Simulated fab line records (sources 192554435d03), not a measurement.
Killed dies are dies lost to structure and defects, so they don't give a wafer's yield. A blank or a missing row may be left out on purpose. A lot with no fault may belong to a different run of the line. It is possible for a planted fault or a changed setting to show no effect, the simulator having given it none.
Split-lot experiment :: flow n5-finfet :: 39 wafers read from 7 lots, route of 1938 steps

ON THE SPLIT
At N5_BEOL_M2_TRENCH_ETCH_37 (etches SiOC in C4F6/O2, target depth 55.555 nm, time 29.2 s), the setting target-depth-a was moved away from the recipe's 555.55 angstrom on 15 of the 39 wafers read, by -56.7% to +58.6%. All remaining wafers had this setting at the recipe value.

FROM THE SPLIT TO THE READING: what the file shows between them, 8 steps
- N5_BEOL_M2_ETCH_41: etches SiCN in CH3F/O2, target depth 29.9 nm, time 52.5 s
- N5_BEOL_M2_STRIP_97: strips in N2/H2, time 10 s
- N5_BEOL_M2_OCD_MEAS_38
- N5_BEOL_M2_HM_STRIP_39: strips TiN in peroxide tin strip, target depth 25 nm, time 158 s
- N5_BEOL_M2_SRD_40: time 30 s
- N5_BEOL_M2_ECD_50: material Cu, target thk 300 nm
- N5_BEOL_M2_ANNEAL_51: time 90 s
- N5_BEOL_M2_CMP_52: polishes, stops on SiOC, t overpolish 6.8 s, target thk 40 nm

THE READING
M2_THK, in nm, at N5_BEOL_M2_THK_MEAS_53 (measures by xrf). Typical for fault-free wafers on this fab line: 39.9 nm, with standard deviation 1.2 nm.

wafer: L078.1
tool, chamber at the split: rie-diel-05, 2
target-depth-a as run, angstrom: 555.55
against the recipe: recipe
M2_THK, nm: 39.5
against lot-mates on the recipe: -

wafer: L078.2
tool, chamber at the split: rie-diel-05, 1
target-depth-a as run, angstrom: 379.7
against the recipe: -31.7%
M2_THK, nm: 21.3
against lot-mates on the recipe: -18.4

wafer: L078.3
tool, chamber at the split: rie-diel-05, 0
target-depth-a as run, angstrom: 379.7
against the recipe: -31.7%
M2_THK, nm: 22.5
against lot-mates on the recipe: -17.2

wafer: L078.4
tool, chamber at the split: rie-diel-05, 3
target-depth-a as run, angstrom: 555.55
against the recipe: recipe
M2_THK, nm: 39.5
against lot-mates on the recipe: -

wafer: L078.5
tool, chamber at the split: rie-diel-05, 2
target-depth-a as run, angstrom: 555.55
against the recipe: recipe
M2_THK, nm: 40.1
against lot-mates on the recipe: -

wafer: L078.6
tool, chamber at the split: rie-diel-05, 1
target-depth-a as run, angstrom: 379.7
against the recipe: -31.7%
M2_THK, nm: 21.1
against lot-mates on the recipe: -18.6

wafer: L080.1
tool, chamber at the split: rie-diel-03, 1
target-depth-a as run, angstrom: 316.7
against the recipe: -43.0%
M2_THK, nm: 17.4
against lot-mates on the recipe: -22.1

wafer: L080.2
tool, chamber at the split: rie-diel-03, 0
target-depth-a as run, angstrom: 555.55
against the recipe: recipe
M2_THK, nm: 39.8
against lot-mates on the recipe: -

wafer: L080.3
tool, chamber at the split: rie-diel-03, 3
target-depth-a as run, angstrom: 555.55
against the recipe: recipe
M2_THK, nm: 39.2
against lot-mates on the recipe: -

wafer: L080.4
tool, chamber at the split: rie-diel-03, 2
target-depth-a as run, angstrom: 316.7
against the recipe: -43.0%
M2_THK, nm: 15.8
against lot-mates on the recipe: -23.7

wafer: L080.5
tool, chamber at the split: rie-diel-03, 1
target-depth-a as run, angstrom: 555.55
against the recipe: recipe
M2_THK, nm: 39.5
against lot-mates on the recipe: -

wafer: L080.6
tool, chamber at the split: rie-diel-03, 2
target-depth-a as run, angstrom: 316.7
against the recipe: -43.0%
M2_THK, nm: 14.1
against lot-mates on the recipe: -25.4

wafer: L082.1
tool, chamber at the split: rie-diel-03, 0
target-depth-a as run, angstrom: 240.6
against the recipe: -56.7%
M2_THK, nm: 9.0
against lot-mates on the recipe: -30.6

wafer: L082.2
tool, chamber at the split: rie-diel-03, 2
target-depth-a as run, angstrom: 555.55
against the recipe: recipe
M2_THK, nm: 39.1
against lot-mates on the recipe: -

wafer: L082.3
tool, chamber at the split: rie-diel-03, 1
target-depth-a as run, angstrom: 555.55
against the recipe: recipe
M2_THK, nm: 40.5
against lot-mates on the recipe: -

wafer: L082.4
tool, chamber at the split: rie-diel-03, 3
target-depth-a as run, angstrom: 555.55
against the recipe: recipe
M2_THK, nm: 39.3
against lot-mates on the recipe: -

wafer: L082.5
tool, chamber at the split: rie-diel-03, 2
target-depth-a as run, angstrom: 240.6
against the recipe: -56.7%
M2_THK, nm: 7.6
against lot-mates on the recipe: -32.0

wafer: L082.6
tool, chamber at the split: rie-diel-03, 1
target-depth-a as run, angstrom: 240.6
against the recipe: -56.7%
M2_THK, nm: 8.3
against lot-mates on the recipe: -31.3

wafer: L086.1
tool, chamber at the split: rie-diel-04, 0
target-depth-a as run, angstrom: 881.2
against the recipe: +58.6%
M2_THK, nm: 75.3
against lot-mates on the recipe: +33.2

wafer: L086.2
tool, chamber at the split: rie-diel-04, 3
target-depth-a as run, angstrom: 555.55
against the recipe: recipe
M2_THK, nm: 40.7
against lot-mates on the recipe: -

wafer: L086.3
tool, chamber at the split: rie-diel-04, 2
target-depth-a as run, angstrom: 881.2
against the recipe: +58.6%
M2_THK, nm: 74.5
against lot-mates on the recipe: +32.4

wafer: L086.4
tool, chamber at the split: rie-diel-04, 1
target-depth-a as run, angstrom: 555.55
against the recipe: recipe
M2_THK, nm: 41.9
against lot-mates on the recipe: -

wafer: L086.5
tool, chamber at the split: rie-diel-04, 0
target-depth-a as run, angstrom: 881.2
against the recipe: +58.6%
M2_THK, nm: 75.7
against lot-mates on the recipe: +33.6

wafer: L086.6
tool, chamber at the split: rie-diel-04, 3
target-depth-a as run, angstrom: 555.55
against the recipe: recipe
M2_THK, nm: 43.8
against lot-mates on the recipe: -

wafer: L085.1
tool, chamber at the split: rie-diel-04, 2
target-depth-a as run, angstrom: 555.55
against the recipe: recipe
M2_THK, nm: 42.2
against lot-mates on the recipe: -

wafer: L085.2
tool, chamber at the split: rie-diel-04, 0
target-depth-a as run, angstrom: 555.55
against the recipe: recipe
M2_THK, nm: 41.9
against lot-mates on the recipe: -

wafer: L085.3
tool, chamber at the split: rie-diel-04, 3
target-depth-a as run, angstrom: 555.55
against the recipe: recipe
M2_THK, nm: 42.4
against lot-mates on the recipe: -

wafer: L085.4
tool, chamber at the split: rie-diel-04, 1
target-depth-a as run, angstrom: 555.55
against the recipe: recipe
M2_THK, nm: 42.3
against lot-mates on the recipe: -

wafer: L085.5
tool, chamber at the split: rie-diel-04, 1
target-depth-a as run, angstrom: 555.55
against the recipe: recipe
M2_THK, nm: 40.1
against lot-mates on the recipe: -

wafer: L085.6
tool, chamber at the split: rie-diel-04, 0
target-depth-a as run, angstrom: 555.55
against the recipe: recipe
M2_THK, nm: 43.0
against lot-mates on the recipe: -

wafer: L089.2
tool, chamber at the split: rie-diel-04, 0
target-depth-a as run, angstrom: 555.55
against the recipe: recipe
M2_THK, nm: 40.6
against lot-mates on the recipe: -

wafer: L089.3
tool, chamber at the split: rie-diel-04, 1
target-depth-a as run, angstrom: 555.55
against the recipe: recipe
M2_THK, nm: 39.3
against lot-mates on the recipe: -

wafer: L089.6
tool, chamber at the split: rie-diel-04, 1
target-depth-a as run, angstrom: 555.55
against the recipe: recipe
M2_THK, nm: 40.2
against lot-mates on the recipe: -

wafer: L092.1
tool, chamber at the split: rie-diel-05, 3
target-depth-a as run, angstrom: 469.7
against the recipe: -15.5%
M2_THK, nm: 31.7
against lot-mates on the recipe: -7.1

wafer: L092.2
tool, chamber at the split: rie-diel-05, 2
target-depth-a as run, angstrom: 555.55
against the recipe: recipe
M2_THK, nm: 38.0
against lot-mates on the recipe: -

wafer: L092.3
tool, chamber at the split: rie-diel-05, 1
target-depth-a as run, angstrom: 469.7
against the recipe: -15.5%
M2_THK, nm: 31.7
against lot-mates on the recipe: -7.1

wafer: L092.4
tool, chamber at the split: rie-diel-05, 0
target-depth-a as run, angstrom: 555.55
against the recipe: recipe
M2_THK, nm: 40.4
against lot-mates on the recipe: -

wafer: L092.5
tool, chamber at the split: rie-diel-05, 2
target-depth-a as run, angstrom: 469.7
against the recipe: -15.5%
M2_THK, nm: 29.8
against lot-mates on the recipe: -9.0

wafer: L092.6
tool, chamber at the split: rie-diel-05, 3
target-depth-a as run, angstrom: 555.55
against the recipe: recipe
M2_THK, nm: 37.9
against lot-mates on the recipe: -

THE FIT
A straight line over all 39 wafers: M2_THK changes by +0.582 nm for each +1% of target-depth-a; r = +1.00; the points scatter about the line by 1.4 nm.
The same after taking each lot's own level away (the mean of its wafers on the recipe; 39 wafers): +0.558 nm for each +1%; r = +1.00; scatter 0.91 nm.
That fit puts the effect of the largest move of target-depth-a on the reading at 33 nm.
From 38.77 to 42.13 nm: that is the span of the lots' own levels, equal to 2.8 times the standard deviation above.
The two slopes are in agreement: the lot-to-lot level therefore moves the slope only a little.
Check: for one of the wafers moved furthest among these (+58.6%), held out of the fit, the line's prediction against its lot-mates is +32.7 nm. It came out at +33.2 nm against them.

THE WHOLE CHAIN: every reading that the file lists as answering this split, in the file's order
step: N5_BEOL_M2_TRENCH_ETCH_37
what it does: etches SiOC in C4F6/O2, target depth 55.555 nm, time 29.2 s
reading: BEOL_M2.feature-depth-nm (the simulator's own value, which no gauge read)
change (the file's fit): +0.563 nm for each +1% of the setting
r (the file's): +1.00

step: N5_BEOL_M2_TRENCH_ETCH_37
what it does: etches SiOC in C4F6/O2, target depth 55.555 nm, time 29.2 s
reading: etch.depth-nm (the simulator's own value, which no gauge read)
change (the file's fit): +0.564 nm for each +1% of the setting
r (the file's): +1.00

step: N5_BEOL_M2_TRENCH_ETCH_37
what it does: etches SiOC in C4F6/O2, target depth 55.555 nm, time 29.2 s
reading: TiN_of_BEOL_M2_HM_DEP_02.thk-nm (the simulator's own value, which no gauge read)
change (the file's fit): -0.0235 nm for each +1% of the setting
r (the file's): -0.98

step: N5_BEOL_M2_OCD_MEAS_38
what it does: 
reading: trench-depth-nm
change (the file's fit): +0.561 nm for each +1% of the setting
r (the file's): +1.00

step: N5_BEOL_M2_CMP_52
what it does: polishes, stops on SiOC, t overpolish 6.8 s, target thk 40 nm
reading: Cu_of_BEOL_M2_ECD_50.thk-nm (the simulator's own value, which no gauge read)
change (the file's fit): +0.558 nm for each +1% of the setting
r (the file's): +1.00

step: N5_BEOL_M2_THK_MEAS_53
what it does: measures by xrf
reading: M2_THK
change (the file's fit): +0.557 for each +1% of the setting
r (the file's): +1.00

step: N5_BEOL_M2_RS_MEAS_58
what it does: measures by four-point-probe
reading: M2_RS
change (the file's fit): not straight: 6.091 at the lowest setting, 0.658 at the recipe, 0.309 at the highest
r (the file's): not given

FILE'S OWN FIT
M2_THK changes by +0.557 nm for each +1% of target-depth-a, r = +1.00.
